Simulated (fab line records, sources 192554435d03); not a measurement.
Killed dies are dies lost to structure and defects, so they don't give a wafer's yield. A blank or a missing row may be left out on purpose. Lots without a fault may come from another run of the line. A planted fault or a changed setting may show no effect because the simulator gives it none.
Chamber matching | flow n5_finfet | N5_BEOL_M8_ILD_DEP_00 on pecvd-02: 3 sister chambers
The step deposits SiCOH lowk from DEMS/porogen, target thk 179.75 nm, time 33.4 s. 6 wafers are shown with their chamber, then 7 later ones without.

WAFERS WITH THEIR CHAMBER
wafer  | chamber | throttle_valve_pct (%) | heater_power_w (W)
L321.2 | 0       | 14.3                   | 349
L321.6 | 2       | 13.1                   | 257
L322.1 | 2       | 13.2                   | 239
L322.4 | 0       | 14.0                   | 352
L332.3 | 1       | 14.6                   | 343
L332.5 | 1       | 14.8                   | 356

WAFERS WITHOUT THEIR CHAMBER
wafer  | throttle_valve_pct (%) | heater_power_w (W)
L332.6 | 12.9                   | 253
L334.1 | 13.0                   | 220
L334.2 | 14.3                   | 317
L334.4 | 13.3                   | 223
L336.2 | 12.9                   | 230
L336.5 | 13.0                   | 226
L336.6 | 14.8                   | 371

WHICH CHAMBER EACH WENT THROUGH
wafer  | from the rows above     | in truth
L332.6 | 2                       | 2
L334.1 | 2                       | 2
L334.2 | can't be placed: 0 or 1 | 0
L334.4 | 2                       | 2
L336.2 | 2                       | 2
L336.5 | 2                       | 2
L336.6 | 1                       | 1
Placed correctly: 6 of 7. Can't be placed from these rows: 1 (the true chamber is among the candidates in 1). Placed wrongly: 0.
How it was worked out, from the rows above alone: a wafer's distance from a chamber is the root of the sum, over the readings, of the square of ((its reading less the chamber's mean) divided by the reading's scatter). The wafer belongs to the nearest chamber; if the next one is less than 2 further off, it can't be placed. A chamber's mean is the mean of its shown wafers. The scatter: the root of (the sum of the squares of (reading less its chamber's mean) over the shown wafers, divided by (wafers less chambers)).
